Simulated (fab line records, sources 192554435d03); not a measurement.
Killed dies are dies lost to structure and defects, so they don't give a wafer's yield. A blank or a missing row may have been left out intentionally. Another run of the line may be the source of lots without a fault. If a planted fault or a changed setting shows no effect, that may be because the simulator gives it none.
Split-lot experiment	flow n5_finfet	route with 1938 steps; 7 lots, 21 wafers read

== THE SPLIT ITSELF ==
At N5_BEOL_M12_ILD_DEP_00 (deposits SiOC from DEMS/O2, target thk 658.92 nm, time 130.7 s), the setting time_s was moved away from the recipe's 130.7 s on 6 of the 21 wafers read, by -8.7% to +12.7%. This setting was run at the recipe's value on the other wafers.

There is no step in the file separating the split from the reading.

== THE READING ==
M12_ILD_THK in nanometres, read at N5_BEOL_M12_THK_MEAS_01. Typical for fault-free wafers on this fab line: 657 nm, with standard deviation 8.9 nm.

wafer	tool, chamber at the split	time_s as run, s	against the recipe	M12_ILD_THK, nm	against lot-mates on the recipe
L074.1	pecvd-03, 0	130.7	recipe	663	-
L074.2	pecvd-03, 2	119.3	-8.7%	607	-56
L074.4	pecvd-03, 1	119.3	-8.7%	606	-57
L076.4	pecvd-01, 1	130.7	recipe	668	-
L076.5	pecvd-01, 2	130.7	recipe	663	-
L076.6	pecvd-01, 0	147.3	+12.7%	746	+80
L078.2	pecvd-01, 1	130.7	recipe	654	-
L078.4	pecvd-01, 0	130.7	recipe	654	-
L078.6	pecvd-01, 2	130.7	recipe	645	-
L084.2	pecvd-03, 2	130.7	recipe	650	-
L084.5	pecvd-03, 0	130.7	recipe	661	-
L084.6	pecvd-03, 1	130.7	recipe	666	-
L087.1	pecvd-03, 1	130.7	recipe	646	-
L087.5	pecvd-03, 2	130.7	recipe	660	-
L087.6	pecvd-03, 1	125	-4.4%	629	-24
L090.1	pecvd-03, 2,1	130.7	recipe	644	-
L090.3	pecvd-03, 2,1	130.7	recipe	644	-
L090.6	pecvd-03, 2	145.3	+11.2%	729	+85
L095.2	pecvd-03, 1	130.7	recipe	647	-
L095.4	pecvd-03, 0	130.7	recipe	666	-
L095.6	pecvd-03, 2	145.6	+11.4%	730	+74
Where a row lists several chambers, the file gives one row for several wafers and doesn't say which wafer went through which chamber.

FIT RESULTS
A straight line over all 21 wafers: M12_ILD_THK changes by +6.43 nm for each +1% of time_s; r = +0.97; the points scatter about the line by 8.2 nm.
The same after taking each lot's own level away (the mean of its wafers on the recipe; 21 wafers): +6.63 nm for each +1%; r = +0.99; scatter 5.8 nm.
That fit puts the effect of the largest move of time_s on the reading at 84 nm.
Across the lots, their own levels run from 644.0 to 665.5 nm, a range of 2.4 times the standard deviation given above.
Hence the lot-to-lot level has little effect on the slope; both slopes agree.
Check: +86.6 nm against its lot-mates is what the line predicts for one of the wafers moved furthest among these (+12.7%) when that wafer is left out of the fit. Against them it came out at +80.5 nm.

== OTHER SPLITS APPLIED TO THESE WAFERS ==
Before the reading, these wafers also passed through other splits. Each is held against what the fit with the lots' levels taken away leaves over:
other split on the same wafers	wafers away from the commonest value	r with M12_ILD_THK (lot level and that fit taken away)
N5_BEOL_M9_COAT_22 spin_rpm	7	+0.08
N5_BEOL_M10_VIA_ETCH_34 time_s	9	+0.08
N5_BEOL_M10_TRENCH_ETCH_37 source_w	9	-0.13
N5_BEOL_M11_TRENCH_ETCH_37 bias_w	6	-0.05
N5_BEOL_M11_ALD_74 ald_cycles	6	+0.12

== THE WHOLE CHAIN: every reading that the file lists as answering this split, in the file's order ==
step	what it does	reading	change (the file's fit)	r (the file's)
N5_BEOL_M12_ILD_DEP_00	deposits SiOC from DEMS/O2, target thk 658.92 nm, time 130.7 s	SiOC_of_BEOL_M12_ILD_DEP_00.thk_nm (the simulator's own value, which no gauge read)	+6.67 nm for each +1% of the setting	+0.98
N5_BEOL_M12_THK_MEAS_01		M12_ILD_THK	+6.66 for each +1% of the setting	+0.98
N5_BEOL_M12_VIA_ETCH_16	etches SiOC in C4F8/O2/Ar, target depth 724.8 nm	etch.depth_nm (the simulator's own value, which no gauge read)	+6.67 nm for each +1% of the setting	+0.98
N5_BEOL_M12_VIA_ETCH_16	etches SiOC in C4F8/O2/Ar, target depth 724.8 nm	coat_of_BEOL_M12_COAT_04.thk_nm (the simulator's own value, which no gauge read)	-2.02 nm for each +1% of the setting, in a fit together with spin_rpm@BEOL_M12_COAT_04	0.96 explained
N5_BEOL_M12_STRIP_63	strips in N2/H2	strip_time_to_endpoint_s	withheld for each +1% of the setting, in a fit together with spin_rpm@BEOL_M12_COAT_04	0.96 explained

== THE FILE'S OWN FIT ==
M12_ILD_THK changes by +6.66 nm for each +1% of time_s, r = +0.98.
